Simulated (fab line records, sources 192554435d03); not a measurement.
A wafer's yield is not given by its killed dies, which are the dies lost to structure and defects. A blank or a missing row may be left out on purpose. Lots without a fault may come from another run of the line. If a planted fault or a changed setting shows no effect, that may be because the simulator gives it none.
fab line records	flow n5Finfet
record: lots: 6	wafers: 18	lastDay: 18
route steps=1938 shown FIN_SAQP@109 BEOL_M4@1111 PASSIVATION@1936
lots with no fault: from the same line, run without faults
startH: hours from the record's opening day to when the first of the lot's shown wafers began	waitH: hours elapsed since this lot's preceding step	" repeats the value in the row above	L1.1+2: a single row standing in for several wafers	- no value present, or no start provided	* or withheld: withheld	< > ~ a bound
route shown NAME@n: a module of which the file shows steps, and the number in the route of the first	usual: mean/standard deviation taken from wafers without a fault	same: alike in all rows	chamber/n: place in a boat	sites: the reading at each site	_std_site: standard deviation of those values	_edge_site: the outer-site mean with the inner-site mean subtracted	radiusMm: how far each site lies from the wafer's centre	mask NAME#n: copy n	behind: the tool/chamber that last shaped the wafer	hold: what put the lot on hold/how long, in hours/how the hold closed	device: names the non-switching transistor (n, p or np)	end of line: tests of these same wafers at the route's end	a step given without rows: its recipe and nothing more	killed: dies lost to structure and defects at the first sort, not the wafer's yield	map: per-die view of a wafer (x killed, . not killed, _ where there is no die)
set.NAME: the setting the step ran with; set.NAME@STEP: the setting that earlier step ran with	model.NAME: the simulator's own value behind a step, which no gauge read
lots seen at some steps along the route; tables by step, rows by wafer
services: when a tool's chamber went out of use (startH, in hours from the record's first day, below 0 if earlier), for how many hours, and the reason
== steps ==
step: N5_FIN_SAQP_PEB_14
recipe: pebTempC: withheld	pebTimeS: 60	resist: CAR-ArF
step: N5_FIN_SAQP_DEVELOP_15
recipe: developTimeS: 30	developer: TMAH	resist: CAR-ArF	devTempC: 23	rinseLiquid: diw	dry: airSpin
step: N5_FIN_SAQP_CD_MEAS_16
recipe: targetCdNm: 35.6	landingEnergyEv: 500	detector: seInlens
usual: cdNm: 35.6/0.34
lot.wafer	tool	chamber	startH	waitH	cdNm
L650.1	cdSem-01	0	22.12	-	35.7
L650.2	"	0	"	"	35.9
L650.4	"	0	"	"	35.4
L655.2	cdSem-03	0	52.48	-	35.0
L655.4	"	0	"	"	35.8
L655.5	"	0	"	"	35.4
L656.1	cdSem-03	0	57.95	-	35.3
L656.2	"	0	"	"	35.6
L656.4	"	0	"	"	35.4
L657.3	cdSem-03	0	63.79	-	35.7
L657.4	"	0	"	"	36.0
L657.6	"	0	"	"	35.8
L660.2	cdSem-03	0	81.78	-	35.7
L660.3	"	0	"	"	36.0
L660.4	"	0	"	"	35.4
L671.2	cdSem-02	0	147.19	-	36.3
L671.3	"	0	"	"	36.3
L671.5	"	0	"	"	36.1
step: N5_FIN_SAQP_OVL_MEAS_17
recipe: pointsPerWafer: 44
usual: FIN_CORE_OVL: 0.5/0.8
same: pointsPerWafer: 44
lot.wafer	tool	chamber	startH	waitH	FIN_CORE_OVL[nm]
L650.1	overlay-01	0	22.17	0.0	1.0
L650.2	"	0	"	"	2.5
L650.4	"	0	"	"	0.1
L655.2	overlay-01	0	52.51	0.0	-0.2
L655.4	"	0	"	"	0.5
L655.5	"	0	"	"	1.7
L656.1	overlay-01	0	57.99	0.0	1.8
L656.2	"	0	"	"	1.1
L656.4	"	0	"	"	1.3
L657.3	overlay-01	0	63.83	0.0	1.3
L657.4	"	0	"	"	0.2
L657.6	"	0	"	"	0.1
L660.2	overlay-02	0	81.82	0.0	0.2
L660.3	"	0	"	"	-0.1
L660.4	"	0	"	"	-0.2
L671.2	overlay-01	0	147.23	0.0	0.2
L671.3	"	0	"	"	-1.6
L671.5	"	0	"	"	0.2
step: N5_FIN_SAQP_INSPECT_18
recipe: mode: adi	inspectInstrument: brightfield
usual: rawDefectCount: 454/110
lot.wafer	tool	chamber	startH	waitH	rawDefectCount
L650.1	defectInspect-01	-	22.19	0.0	366
L650.2	"	-	"	"	355
L650.4	"	-	"	"	471
L655.2	defectInspect-01	-	52.54	0.0	484
L655.4	"	-	"	"	502
L655.5	"	-	"	"	506
L656.1	defectInspect-02	-	58.02	0.0	498
L656.2	"	-	"	"	776
L656.4	"	-	"	"	557
L657.3	defectInspect-02	-	63.85	0.0	413
L657.4	"	-	"	"	345
L657.6	"	-	"	"	423
L660.2	defectInspect-02	-	81.84	0.0	639
L660.3	"	-	"	"	401
L660.4	"	-	"	"	518
L671.2	defectInspect-01	-	147.25	0.0	376
L671.3	"	-	"	"	378
L671.5	"	-	"	"	347
step: N5_FIN_SAQP_DESCUM_21
recipe: chemistry: O2	timeS: 7.9	sourcePowerW: 50	biasPowerW: 20	pressureMtorr: 20	rfFrequencyHz: 2.712e+07	tempC: 40	resist: CAR-ArF	o2FlowSccm: 225
usual: biasPowerW: 20.00/0.056	drypumpMotorCurrentA: 5.7/0.43	oesProductAu: 0.78/0.091	rfVppV: 243.3/1.1	showerheadPlenumPTorr: 2.11/0.045	throttleValvePct: 20.47/0.22
lot.wafer	tool	chamber	startH	waitH	biasPowerW	drypumpMotorCurrentA	oesProductAu	rfHoursCounterH	rfVppV	showerheadPlenumPTorr	throttleValvePct
L650.1	rieDiel-05	0	22.65	0.5	19.91	6.2	0.77	121	242.7	2.12	20.72
L650.2	"	1	"	"	20.04	5.4	0.78	122	242.7	2.09	20.55
L650.4	"	2	"	"	20.01	5.5	0.72	-	242.8	2.10	20.40
L655.2	rieDiel-06	1	52.57	0.0	19.95	5.8	0.96	0	243.5	2.12	19.94
L655.4	"	1	"	"	19.94	5.7	0.99	-	243.8	2.12	19.93
L655.5	"	3	"	"	19.94	5.8	0.76	-	242.6	2.11	20.54
L656.1	rieDiel-02	2	58.05	0.0	19.99	5.8	0.96	6	242.4	2.14	20.32
L656.2	"	0	"	"	19.99	5.2	0.71	187	243.9	2.17	20.78
L656.4	"	1	"	"	20.06	5.0	0.73	184	243.5	2.09	20.46
L657.3	rieDiel-06	1	63.94	0.1	19.88	5.8	0.94	4	242.6	2.12	19.93
L657.4	"	1	"	"	19.93	5.8	0.93	-	244.6	2.12	19.94
L657.6	"	2	"	"	19.94	6.3	0.75	-	242.3	2.07	20.38
L660.2	rieDiel-05	2	81.87	0.0	20.00	5.5	0.70	187	242.9	2.09	20.45
L660.3	"	0	"	"	20.04	6.2	0.75	140	243.6	2.12	20.77
L660.4	"	3	"	"	19.96	5.3	0.97	2	243.8	2.13	20.16
L671.2	rieDiel-06	3	147.29	0.0	19.96	5.8	0.72	166	244.3	2.10	20.57
L671.3	"	2	"	"	20.08	6.3	0.72	195	243.7	2.06	20.42
L671.5	"	3	"	"	19.93	5.8	0.73	-	242.8	2.10	20.58
step: N5_FIN_SAQP_ETCH_51
recipe: chemistry: CF4	target: SiARC	targetDepthA: 455	maskMaterial: CAR-ArF	timeS: 75.8	ionEnergyEv: 80	pressureMtorr: 40	sourceW: 545	biasW: 36	Ar_flow_sccm: 100	cf4FlowSccm: 100	ends: cleared
usual: drypumpMotorCurrentA: 5.7/0.42	etchRfOnTimeS: 76.0/1.7	oesProductAu: 0.66/0.079	rfVppV: 184.3/1	showerheadPlenumPTorr: 2.15/0.045	throttleValvePct: 15.65/0.18
lot.wafer	tool	chamber	startH	waitH	drypumpMotorCurrentA	etchRfOnTimeS	oesProductAu	rfHoursCounterH	rfVppV	showerheadPlenumPTorr	throttleValvePct
L650.1	rieDiel-05	0	22.69	0.0	6.2	75.7	0.64	121	183.8	2.14	15.69
L650.2	"	1	"	"	5.4	73.4	0.68	123	185.1	2.14	15.73
L650.4	"	2	"	"	5.5	77.1	0.62	-	181.8	2.14	15.62
L655.2	rieDiel-06	1	52.61	0.0	5.7	73.9	0.84	0	185.1	2.20	15.32
L655.4	"	1	"	"	5.7	74.0	0.83	-	185.9	2.20	15.32
L655.5	"	3	"	"	5.8	76.3	0.66	-	183.5	2.13	15.60
L656.1	rieDiel-02	2	58.09	0.0	5.8	74.6	0.80	6	182.5	2.19	15.42
L656.2	"	0	"	"	5.2	76.6	0.62	187	184.5	2.22	15.89
L656.4	"	1	"	"	5.0	78.0	0.61	184	184.6	2.13	15.61
L657.3	rieDiel-06	1	63.98	0.0	5.7	74.6	0.81	4	184.4	2.20	15.33
L657.4	"	1	"	"	5.7	73.8	0.82	-	186.4	2.20	15.34
L657.6	"	2	"	"	6.3	77.1	0.62	-	183.9	2.14	15.73
L660.2	rieDiel-05	2	81.91	0.0	5.5	78.4	0.60	187	184.4	2.14	15.66
L660.3	"	0	"	"	6.3	76.9	0.63	140	184.1	2.14	15.70
L660.4	"	3	"	"	5.3	72.4	0.83	2	183.8	2.18	15.27
L671.2	rieDiel-06	3	147.32	0.0	5.8	76.3	0.63	166	185.5	2.12	15.64
L671.3	"	2	"	"	6.3	77.8	0.61	195	184.1	2.13	15.78
L671.5	"	3	"	"	5.8	75.7	0.63	-	183.0	2.12	15.64
step: N5_FIN_SAQP_ETCH_52
recipe: chemistry: N2/H2	target: SOC	targetDepthA: 1000	overetchA: 200	maskMaterial: SiARC	tempC: 40	timeS: 150	ionEnergyEv: 200	pressureMtorr: 30	sourceW: 840	biasW: 150	n2FlowSccm: 200	h2FlowSccm: 200	ends: endPoint
usual: drypumpMotorCurrentA: 5.7/0.43	oesProductAu: 0.70/0.075	rfVppV: 524.3/1.8	showerheadPlenumPTorr: 2.55/0.059	throttleValvePct: 17.84/0.15
lot.wafer	tool	chamber	startH	waitH	drypumpMotorCurrentA	oesProductAu	rfHoursCounterH	rfVppV	showerheadPlenumPTorr	throttleValvePct
L650.1	rieDiel-05	0	22.74	0.0	6.2	0.67	121	524.9	2.55	17.92
L650.2	"	1	"	"	5.4	0.70	123	523.7	2.56	17.96
L650.4	"	2	"	"	5.5	0.66	-	523.7	2.54	17.75
L655.2	rieDiel-06	1	52.66	0.0	5.7	0.87	0	525.9	2.63	17.63
L655.4	"	1	"	"	5.7	0.88	-	528.0	2.63	17.65
L655.5	"	3	"	"	5.9	0.69	-	523.6	2.53	17.70
L656.1	rieDiel-02	2	58.14	0.0	5.8	0.84	6	526.2	2.60	17.69
L656.2	"	0	"	"	5.2	0.66	187	526.2	2.62	18.03
L656.4	"	1	"	"	5.0	0.65	184	522.5	2.52	17.82
L657.3	rieDiel-06	1	64.03	0.0	5.8	0.84	4	524.6	2.63	17.64
L657.4	"	1	"	"	5.7	0.85	-	526.6	2.63	17.66
L657.6	"	2	"	"	6.3	0.65	-	524.1	2.53	17.79
L660.2	rieDiel-05	2	81.97	0.0	5.5	0.65	187	524.6	2.53	17.79
L660.3	"	0	"	"	6.3	0.66	140	523.4	2.54	17.94
L660.4	"	3	"	"	5.3	0.86	2	525.3	2.62	17.76
L671.2	rieDiel-06	3	147.38	0.0	5.8	0.67	166	522.4	2.52	17.75
L671.3	"	2	"	"	6.3	0.64	195	521.5	2.52	17.83
L671.5	"	3	"	"	5.8	0.66	-	523.7	2.52	17.75
step: N5_FIN_SAQP_STRIP_53
recipe: chemistry: N2/H2	tempC: 40	n2FlowSccm: 200	h2FlowSccm: 200	rfFrequencyHz: 6e+07
step: N5_FIN_SAQP_HM_OPEN_73
recipe: chemistry: CHF3/O2	target: SiO2	stopOn: a-Si	targetDepthA: 120	overEtchFrac: 1.8	maskMaterial: SOC	timeS: 16.8	pressureMtorr: 30	sourceW: 650	biasW: 170	Ar_flow_sccm: 200	CHF3_flow_sccm: 50	O2_flow_sccm: 5	ionEnergyEv: 200	ends: endPoint
usual: drypumpMotorCurrentA: 5.7/0.42	oesProductAu: 0.46/0.05	rfVppV: 522/9.2	showerheadPlenumPTorr: 2.42/0.05	throttleValvePct: 18.85/0.16
lot.wafer	tool	chamber	startH	waitH	drypumpMotorCurrentA	oesProductAu	rfHoursCounterH	rfVppV	showerheadPlenumPTorr	throttleValvePct
L650.1	rieDiel-05	0	22.85	0.0	6.2	0.46	121	527	2.42	18.94
L650.2	"	1	"	"	5.4	0.48	123	519	2.41	18.92
L650.4	"	2	"	"	5.5	0.43	-	524	2.41	18.79
L655.2	rieDiel-06	1	52.77	0.0	5.7	0.58	0	519	2.47	18.52
L655.4	"	1	"	"	5.8	0.59	-	521	2.47	18.52
L655.5	"	3	"	"	5.8	0.46	-	509	2.40	18.80
L656.1	rieDiel-02	2	58.25	0.0	5.8	0.55	6	510	2.45	18.62
L656.2	"	0	"	"	5.2	0.43	187	517	2.48	19.05
L656.4	"	1	"	"	5.0	0.44	184	518	2.41	18.92
L657.3	rieDiel-06	1	64.14	0.0	5.8	0.56	4	520	2.47	18.52
L657.4	"	1	"	"	5.8	0.57	-	520	2.47	18.52
L657.6	"	2	"	"	6.3	0.44	-	542	2.40	18.89
L660.2	rieDiel-05	2	82.07	0.0	5.5	0.43	187	526	2.40	18.82
L660.3	"	0	"	"	6.2	0.45	140	525	2.41	18.97
L660.4	"	3	"	"	5.3	0.57	2	514	2.46	18.58
L671.2	rieDiel-06	3	147.49	0.0	5.8	0.45	166	509	2.39	18.84
L671.3	"	2	"	"	6.3	0.43	195	542	2.39	18.93
L671.5	"	3	"	"	5.8	0.45	-	508	2.39	18.85
step: N5_FIN_SAQP_STRIP_74
recipe: chemistry: CHF3/O2	resist: SiARC	rfFrequencyHz: 6e+07
step: N5_FIN_SAQP_MANDREL_ETCH_22
recipe: targetDepthA: 600	chemistry: HBr/Cl2	target: a-Si	stopOn: SiNx	btTimeS: 10	overEtchFrac: 0.5	timeS: 30	pressureMtorr: 10	icpW: 800	biasW: 75	HBr_flow_sccm: 150	Cl2_flow_sccm: 80	ends: endPoint
usual: drypumpMotorCurrentA: 5.6/0.42	heBacksideLeakSccm: 2.8/0.32	oesProductAu: 0.768/0.016	throttleValvePct: 35.29/0.28
lot.wafer	tool	chamber	startH	waitH	drypumpMotorCurrentA	heBacksideLeakSccm	oesProductAu	rfHoursCounterH	throttleValvePct
L650.1	rieSi-02	2	22.93	0.0	5.5	2.9	0.746	61	35.59
L650.2	"	3	"	"	5.3	3.1	0.761	141	35.25
L650.4	"	3	"	"	5.4	3.0	0.755	-	35.25
L655.2	rieSi-02	1	52.85	0.0	5.7	3.0	0.792	1	35.10
L655.4	"	3	"	"	5.4	3.1	0.757	141	35.26
L655.5	"	0	"	"	6.2	2.8	0.754	-	34.81
L656.1	rieSi-04	2	58.33	0.0	5.4	2.5	0.782	106	35.42
L656.2	"	1	"	"	5.2	2.8	0.772	130	35.00
L656.4	"	0	"	"	5.9	2.3	0.765	1	35.41
L657.3	rieSi-02	3	64.22	0.0	5.4	3.0	0.739	141	35.28
L657.4	"	2	"	"	5.4	2.9	0.746	62	35.58
L657.6	"	2	"	"	5.5	2.7	0.741	-	35.57
L660.2	rieSi-01	3	82.16	0.0	6.4	2.5	0.779	119	34.94
L660.3	"	2	"	"	5.6	2.3	0.791	95	35.79
L660.4	"	0	"	"	6.3	3.0	0.772	140	35.55
L671.2	rieSi-01	2	147.57	0.0	5.7	2.3	0.762	96	35.81
L671.3	"	1	"	"	4.9	2.4	0.751	3	35.24
L671.5	"	1	"	"	4.9	2.4	0.760	-	35.20
step: N5_FIN_SAQP_STRIP_55
recipe: chemistry: N2/H2	powerW: 500	tempC: 40	pressureMtorr: 50	rfFrequencyHz: 6e+07	overashFraction: 0.3	biasPowerW: 28	h2Frac: 0.5	n2FlowSccm: 300	h2FlowSccm: 300
usual: biasPowerW: 27.99/0.085	chamberPressureMTorr: 49.98/0.1	drypumpMotorCurrentA: 5.7/0.46	oesProductAu: 0.77/0.086	rfVppV: 121.7/1.5	showerheadPlenumPTorr: 3.36/0.086	throttleValvePct: 18.89/0.2
lot.wafer	tool	chamber	startH	waitH	biasPowerW	chamberPressureMTorr	drypumpMotorCurrentA	oesProductAu	rfHoursCounterH	rfVppV	showerheadPlenumPTorr	throttleValvePct	model.SOC_of_FIN_SAQP_COAT_49.thkNm
L650.1	rieDiel-05	1	23.03	0.1	27.99	49.92	5.4	0.79	123	120.1	3.37	18.92	0
L650.2	"	2	"	"	28.07	49.99	5.5	0.72	167	121.8	3.36	18.80	0
L650.4	"	2	"	"	27.99	49.86	5.5	0.73	-	124.7	3.36	18.79	0
L655.2	rieDiel-02	0	52.95	0.1	27.96	50.05	5.2	0.71	185	122.5	3.46	19.14	0
L655.4	"	1	"	"	28.00	50.05	5.0	0.73	182	120.4	3.33	18.91	0
L655.5	"	1	"	"	27.99	49.95	5.0	0.73	-	122.2	3.33	18.90	0
L656.1	rieDiel-05	0	58.43	0.1	-	-	-	-	-	-	-	-	76.4
L656.2	"	2	"	"	-	-	-	-	-	-	-	-	76.8
L656.4	"	2	"	"	-	-	-	-	-	-	-	-	76.16
L657.3	rieDiel-06	1	64.38	0.1	-	-	-	-	-	-	-	-	76.24
L657.4	"	1	"	"	-	-	-	-	-	-	-	-	76.09
L657.6	"	2	"	"	-	-	-	-	-	-	-	-	76.81
L660.2	rieDiel-06	0	82.26	0.1	28.04	50.15	5.8	0.96	4	122.0	3.42	19.16	0
L660.3	"	3	"	"	28.11	49.92	5.8	0.77	146	122.5	3.34	18.70	0
L660.4	"	1	"	"	27.78	49.86	5.8	0.91	11	120.3	3.47	18.82	0
L671.2	rieDiel-06	1	147.73	0.1	27.86	50.10	5.8	0.87	30	121.4	3.46	18.85	0
L671.3	"	0	"	"	28.12	49.96	5.8	0.90	25	120.8	3.41	19.19	0
L671.5	"	2	"	"	27.99	50.00	6.3	0.72	-	124.0	3.32	18.84	0
step: N5_FIN_SAQP_STRIP_23
recipe: chemistry: SPM	timeS: 750	tempC: 130	h2so4H2o2VolRatio: 4
step: N5_BEOL_M4_RC_MEAS_101
usual: DIBL_N: 36.0/1.6	DIBL_P: 35.8/2	IOFF_N: 0.152/0.03	IOFF_P: 0.20/0.031	ION_N: 670/12	ION_P: 459/7.4	SS_N: 71.5/0.56	SS_P: 73.2/0.64	VT_N: 251/3.5	VT_P: -252/3.3
lot.wafer	tool	chamber	startH	waitH	DIBL_N[mV/V]	DIBL_P[mV/V]	IOFF_N[nA/um]	IOFF_P[nA/um]	ION_N[uA/um]	ION_P[uA/um]	SS_N[mV/dec]	SS_P[mV/dec]	VT_N[mV]	VT_P[mV]
L650.1	prober-02	0	199.73	0.0	34.3	33.1	0.119	0.18	647	450	70.8	73.2	255	-250
L650.2	"	0	"	"	35.3	35.9	0.155	0.23	677	464	71.1	73.7	247	-246
L650.4	"	0	"	"	37.4	37.9	0.198	0.26	691	466	71.9	74.3	244	-245
L655.2	prober-01	0	238.61	0.2	36.0	36.9	0.158	0.23	674	471	71.4	73.7	249	-247
L655.4	"	0	"	"	36.6	37.6	0.160	0.24	669	457	71.3	73.4	250	-247
L655.5	"	0	"	"	36.3	38.0	0.149	0.25	656	461	71.5	73.1	254	-248
L656.1	prober-02	0	238.84	0.0	39.8	40.2	0.254	0.27	701	467	72.1	74.8	241	-246
L656.2	"	0	"	"	36.8	36.3	0.168	0.19	676	456	71.7	72.9	250	-253
L656.4	"	0	"	"	36.4	36.6	0.169	0.20	684	463	71.2	73.4	249	-254
L657.3	prober-01	0	241.69	0.3	38.7	37.2	0.189	0.24	674	461	72.8	73.8	248	-248
L657.4	"	0	"	"	37.1	35.6	0.155	0.22	664	460	71.8	73.9	253	-248
L657.6	"	0	"	"	36.7	34.9	0.148	0.20	684	465	71.5	73.1	251	-250
L660.2	prober-02	0	252.90	0.2	34.8	35.0	0.124	0.17	664	456	71.4	73.1	251	-256
L660.3	"	0	"	"	34.8	35.0	0.128	0.16	663	452	70.9	72.8	250	-256
L660.4	"	0	"	"	35.9	37.1	0.146	0.19	666	454	72.0	74.0	250	-253
L671.2	prober-02	0	316.10	0.2	34.0	34.0	0.109	0.15	661	451	70.5	72.5	257	-254
L671.3	"	0	"	"	36.6	36.9	0.150	0.18	665	454	70.7	73.3	252	-254
L671.5	"	0	"	"	33.0	33.0	0.098	0.14	648	449	70.2	72.2	253	-256
step: N5_PASSIVATION_PROBE_49
usual: defectLimitedYield: 91.6/1.4	killed_at_M0_to_M3: 33/10	killed_at_M4_up: 13/5.3	killedAtContacts: 13/5.9	killedAtFrontEnd: 36/12	killedAtOther: 4/3.1	killedDies: 99/16	killedOpen: 65/13	killedShort: 32/7.3	sort_bin_5_function: 4.9/0.9	sort_bin_6_memory: 3.1/0.66	sort_bin_8_speed: 0.0/0.42	sortNPass: 1081/17	sortYieldPct: 91.6/1.4
same: grossDies: 1180	killedAtBackSide: 0	sort_bin_4_leakage[%]: 0
lot.wafer	tool	chamber	startH	waitH	defectLimitedYield[%]	killed_at_M0_to_M3	killed_at_M4_up	killedAtContacts	killedAtFrontEnd	killedAtOther	killedDies	killedOpen	killedShort	sort_bin_5_function[%]	sort_bin_6_memory[%]	sort_bin_8_speed[%]	sortNPass	sortYieldPct[%]
L656.1	prober-02	-	335.16	0.0	89.5	35	8	8	68	5	124	64	36	5.1	3.1	0	1056	89.5
L655.2	prober-01	-	336.60	0.1	91.6	51	14	12	22	0	99	68	31	4.9	3.3	0	1081	91.6
L655.4	prober-01	-	336.70	0.2	92.6	30	12	11	33	1	87	50	36	4.3	2.7	0	1093	92.6
L655.5	prober-01	-	336.75	0.2	91.5	41	16	17	26	0	100	71	27	4.8	3.4	0	1080	91.5
L657.3	prober-01	-	341.50	0.1	92.0	20	15	16	40	3	94	67	26	5.0	2.8	0	1086	92.0
L657.4	prober-01	-	341.55	0.2	91.4	34	17	13	28	9	101	69	32	6.1	2.3	0	1079	91.4
L657.6	prober-01	-	341.65	0.3	91.9	37	11	8	35	4	95	53	41	4.2	3.6	0	1085	91.9
L660.2	prober-02	-	353.41	0.1	92.5	37	8	4	37	3	89	63	25	4.8	2.3	0	1091	92.5
L660.3	prober-02	-	353.46	0.1	92.9	33	10	18	23	0	84	50	32	4.4	2.5	0	1096	92.9
L660.4	prober-02	-	353.51	0.2	92.6	28	8	21	26	4	87	52	35	4.7	2.3	0	1093	92.6
L671.2	prober-02	-	433.77	0.1	91.4	35	17	10	39	1	102	72	30	5.9	2.1	0	1078	91.4
L671.3	prober-02	-	433.82	0.1	90.3	43	21	13	34	4	115	76	36	5.3	4.0	0	1065	90.3
L671.5	prober-02	-	433.92	0.2	92.2	35	10	13	32	2	92	60	30	5.1	2.4	0	1088	92.2
killed by level:class
L656.1 HKMG_FIN:areaEtch=23 FIN_SAQP:geometricParticle:open=12 FIN_SAQP:geometricParticle:short=11 BEOL_M0_SAQP:geometricParticle:short=9 BEOL_M0_SAQP:geometricParticle:open=9 STI_FIN_REVEAL:geometricParticle:open=6 MOL_CONTACT_COAG:geometricParticle:open=6 BEOL_M2:geometricParticle:open=5
L655.2 BEOL_M2:geometricParticle:open=20 MOL_CONTACT_COAG:geometricParticle:open=12 BEOL_M0_SAQP:geometricParticle:short=12 FIN_SAQP:geometricParticle:short=9 BEOL_M0_SAQP:geometricParticle:open=9 BEOL_M4:geometricParticle:open=8 FIN_SAQP:geometricParticle:open=6 BEOL_M3:geometricParticle:open=3
L655.4 FIN_SAQP:geometricParticle:short=10 MOL_CONTACT_COAG:geometricParticle:open=8 BEOL_M2:geometricParticle:open=8 FIN_SAQP:geometricParticle:open=7 BEOL_M0_SAQP:geometricParticle:short=6 BEOL_M0_SAQP:geometricParticle:open=6 GATE_CUT:geometricParticle:short=4 BEOL_M5:geometricParticle:open=4
L655.5 MOL_CONTACT_COAG:geometricParticle:open=13 BEOL_M2:geometricParticle:open=12 BEOL_M4:geometricParticle:open=10 BEOL_M0_SAQP:geometricParticle:open=9 BEOL_M0_SAQP:geometricParticle:short=8 FIN_SAQP:geometricParticle:short=6 BEOL_M1:geometricParticle:open=6 FIN_SAQP:geometricParticle:open=5
L657.3 MOL_CONTACT_COAG:geometricParticle:open=16 GATE_CUT:geometricParticle:short=8 BEOL_M4:geometricParticle:open=7 FIN_SAQP:geometricParticle:open=6 STI_FIN_REVEAL:geometricParticle:open=6 BEOL_M0_SAQP:geometricParticle:open=5 FIN_SAQP:geometricParticle:short=4 GATE_CUT:geometricParticle:open=4
L657.4 BEOL_M3:geometricParticle:open=11 MOL_CONTACT_COAG:geometricParticle:open=10 BEOL_M0_SAQP:geometricParticle:short=10 GATE_CUT:geometricParticle:open=9 BEOL_M4:geometricParticle:open=7 BEOL_M0_SAQP:geometricParticle:open=6 FIN_SAQP:geometricParticle:open=4 STI_FIN_REVEAL:geometricParticle:open=3
L657.6 FIN_SAQP:geometricParticle:open=8 BEOL_M2:geometricParticle:short=8 STI_FIN_REVEAL:geometricParticle:open=7 BEOL_M1:geometricParticle:open=7 MOL_CONTACT_COAG:geometricParticle:open=6 BEOL_M0_SAQP:geometricParticle:short=5 BEOL_M1:geometricParticle:short=4 BEOL_M2:geometricParticle:open=4
L660.2 BEOL_M0_SAQP:geometricParticle:short=10 FIN_SAQP:geometricParticle:open=9 BEOL_M1:geometricParticle:open=8 STI_FIN_REVEAL:geometricParticle:open=8 DUMMY_GATE:geometricParticle:open=5 BEOL_M2:geometricParticle:open=5 BEOL_M3:geometricParticle:open=5 BEOL_M4:geometricParticle:open=5
L660.3 MOL_CONTACT_COAG:geometricParticle:open=13 BEOL_M0_SAQP:geometricParticle:open=10 BEOL_M0_SAQP:geometricParticle:short=10 FIN_SAQP:geometricParticle:short=5 MOL_CONTACT_COAG:geometricParticle:short=5 STI_FIN_REVEAL:geometricParticle:open=4 FIN_SAQP:geometricParticle:open=3 DUMMY_GATE:geometricParticle:open=3
L660.4 MOL_CONTACT_COAG:geometricParticle:open=15 BEOL_M0_SAQP:geometricParticle:open=9 BEOL_M0_SAQP:geometricParticle:short=8 MOL_CONTACT_COAG:geometricParticle:short=6 FIN_SAQP:geometricParticle:open=5 GATE_CUT:geometricParticle:short=4 FIN_SAQP:geometricParticle:short=3 STI_FIN_REVEAL:geometricParticle:open=3
L671.2 BEOL_M2:geometricParticle:open=14 FIN_SAQP:geometricParticle:short=10 BEOL_M4:geometricParticle:open=9 FIN_SAQP:geometricParticle:open=8 MOL_CONTACT_COAG:geometricParticle:open=8 DUMMY_GATE:geometricParticle:open=7 BEOL_M0_SAQP:geometricParticle:short=5 BEOL_M0:geometricParticle:open=5
L671.3 BEOL_M0_SAQP:geometricParticle:short=14 MOL_CONTACT_COAG:geometricParticle:open=12 BEOL_M4:geometricParticle:open=9 BEOL_M0_SAQP:geometricParticle:open=8 BEOL_M2:geometricParticle:open=8 FIN_SAQP:geometricParticle:open=6 DUMMY_GATE:geometricParticle:open=5 BEOL_M1:geometricParticle:open=5
L671.5 MOL_CONTACT_COAG:geometricParticle:open=13 BEOL_M3:geometricParticle:open=10 BEOL_M0_SAQP:geometricParticle:open=9 BEOL_M0_SAQP:geometricParticle:short=9 FIN_SAQP:geometricParticle:open=7 FIN_SAQP:geometricParticle:short=7 STARTING-WAFER:geometricParticle:open=6 DUMMY_GATE:geometricParticle:open=3
== services ==
tool	chamber	startH	hours	kind
rieSi-01	3	-0.36	3.6	repair
rieDiel-06	1	5.05	7.9	repair
rieDiel-05	3	16.40	6.7	repair
rieDiel-06	3	18.20	6.7	repair
rieDiel-06	1	34.43	-	clean
rieDiel-06	1	34.43	-	consumableReplace:focusRing
rieDiel-06	1	34.43	17.1	scheduledDown
rieDiel-06	1	34.43	17.1	ventCycle
rieDiel-06	0	51.97	-	clean
rieDiel-06	0	51.97	-	consumableReplace:focusRing
rieDiel-06	0	51.97	13.6	scheduledDown
rieDiel-06	0	51.97	13.6	ventCycle
rieDiel-05	-	61.93	2.8	pm
rieDiel-05	3	66.19	7.2	repair
rieDiel-06	0	67.14	4.2	repair
rieSi-02	3	67.58	13.5	repair
rieSi-02	-	88.26	0.2	repair
rieDiel-02	2	98.10	16.2	repair
rieSi-02	2	108.47	4.5	repair
rieSi-04	0	109.72	2.6	repair
rieDiel-05	3	118.81	5.5	repair
rieSi-04	1	124.00	9.2	repair
rieSi-04	2	126.55	4.9	repair
rieSi-04	-	137.41	2.8	pm
== key ==
firstSign: step: N5_FIN_SAQP_STRIP_55	reading: toolRecord	direction: missing
effect none on later readings
modelEffect: step: N5_FIN_SAQP_STRIP_55	value: SOC_of_FIN_SAQP_COAT_49.thkNm	without: 0	struck: 76.42
metAt N5_FIN_SAQP_STRIP_55
struckWafers L656.1,L656.2,L656.4,L657.3,L657.4,L657.6
baselineLoss: step: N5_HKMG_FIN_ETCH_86	wafers: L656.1
onsetBetween 23.03 58.43
fault: kind: skippedStepWhole	tool: rieDiel-05,rieDiel-06	chamber: -	onsetH: 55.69	steps: N5_FIN_SAQP_STRIP_55	scope: struckLotsOnly
baselineLoss: these wafers lose ten dies or more at that step, a loss of the line's own and not of a fault; the sort's usual values leave them out
